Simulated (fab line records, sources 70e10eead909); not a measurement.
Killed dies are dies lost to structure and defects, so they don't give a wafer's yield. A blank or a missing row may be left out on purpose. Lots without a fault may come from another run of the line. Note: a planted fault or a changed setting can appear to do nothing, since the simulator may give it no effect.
Which tool is to blame? ; flow nand_harc ; 6 lots with 18 wafers sampled at 5 steps, on a route of 1302 steps

WHAT THE GAUGES SHOWED, per wafer
NHARC_END_SORT_01.
lot;measured;on;killed_at_periphery
L968;day 24 19:37;prober-02;4 2 1
L970;day 27 14:31;prober-02;4 5 1
L974;day 27 13:40;prober-01;4 6 2
L979;day 30 00:38;prober-01;9 12 7
L986;day 32 23:49;prober-02;2 2 2
L989;day 34 00:38;prober-01;4 5 4

TOOL THAT RAN EACH LOT (tool first, then ch and the chambers of the sampled wafers, then the start)
lot;NHARC_A_STAIRCASE_ETCH_188;NHARC_A_STAIRCASE_TRIM_193;NHARC_A_STAIRCASE_TRIM_196;NHARC_A_STAIRCASE_ETCH_199
L968;rie_diel-02 ch 0,2,3, day 17 03:52 or earlier;rie_diel-02 ch 0,1,3, day 17 03:52 or earlier;rie_diel-08 ch 0,1,2, day 17 03:52;rie_diel-08 ch 1,2,3, day 17 04:17
L970;rie_diel-02 ch 0,1,2, day 18 08:21 or earlier;rie_diel-02 ch 1,2, day 18 08:21 or earlier;rie_diel-08 ch 1,2, day 18 08:21;rie_diel-08 ch 0,2, day 18 08:46
L974;rie_diel-09 ch 0,3, day 19 09:01 or earlier;rie_diel-09 ch 0,1,3, day 19 09:01 or earlier;rie_diel-09 ch 0,2, day 19 09:01;rie_diel-09 ch 1,3, day 19 09:25
L979;rie_diel-02 ch 2,3, day 21 07:05 or earlier;rie_diel-02 ch 0,1,2, day 21 07:05 or earlier;rie_diel-02 ch 1,2,3, day 21 07:05;rie_diel-02 ch 0,1,3, day 21 07:32
L986;rie_diel-09 ch 0,1,2, day 23 18:53 or earlier;rie_diel-09 ch 0,1,2, day 23 18:53 or earlier;rie_diel-09 ch 0,1,2, day 23 18:53;rie_diel-09 ch 1,2, day 23 19:20
L989;rie_diel-08 ch 1,2,3, day 25 18:17 or earlier;rie_diel-08 ch 1,2,3, day 25 18:17 or earlier;rie_diel-08 ch 0,2,3, day 25 18:17;rie_diel-08 ch 0,2,3, day 25 18:42
- NHARC_A_STAIRCASE_ETCH_188: etches the open film in C4F8/O2, target depth 100 nm, time 40.5 s.
- NHARC_A_STAIRCASE_TRIM_193: chemistry O2, time 211.2 s.
- NHARC_A_STAIRCASE_TRIM_196: chemistry O2, time 211.2 s.
- NHARC_A_STAIRCASE_ETCH_199: etches the open film in C4F8/O2, target depth 100 nm, time 40.5 s.

THE ANSWER, worked out from the rows above alone
Rule: the usual values come from the lots themselves. The widest of any qualifying gaps counts: lots, ordered by their means at a reading, are off when they make up no more than a third of the lots, leave a main group of 4 or more, and stand apart from it by 3 or more times the standard deviation of that group's means. A main group is skipped when, at the precision printed for the reading in the tables above, its means are all equal. A lot without any number at a reading at which 4 lots or more have one is off too. All remaining lots with rows at the step are treated as sound.
Off: L979 (NHARC_END_SORT_01, killed_at_periphery). For the main group the mean is 3.2 and the standard deviation 0.91.
A tool fits if, at a process step before that reading, it ran every lot that is off, and no sound lot after the first of them. Gauges at NHARC_END_SORT_01: tried the same way as those tools. Because NHARC_A_STAIRCASE_ETCH_188 lacks a start for some lots, the hours and order of its lots are taken from NHARC_A_STAIRCASE_TRIM_196. Because NHARC_A_STAIRCASE_TRIM_193 lacks a start for some lots, the hours and order of its lots are taken from NHARC_A_STAIRCASE_TRIM_196. One fits: rie_diel-02 at NHARC_A_STAIRCASE_ETCH_188 and NHARC_A_STAIRCASE_TRIM_193 and NHARC_A_STAIRCASE_TRIM_196 and NHARC_A_STAIRCASE_ETCH_199. At NHARC_A_STAIRCASE_ETCH_188 its last sound lot is L970 (day 18 08:21), its first lot that is off L979 (day 21 07:05): a fault that began between those two fits.

WHAT THE SIMULATOR HAD INSERTED
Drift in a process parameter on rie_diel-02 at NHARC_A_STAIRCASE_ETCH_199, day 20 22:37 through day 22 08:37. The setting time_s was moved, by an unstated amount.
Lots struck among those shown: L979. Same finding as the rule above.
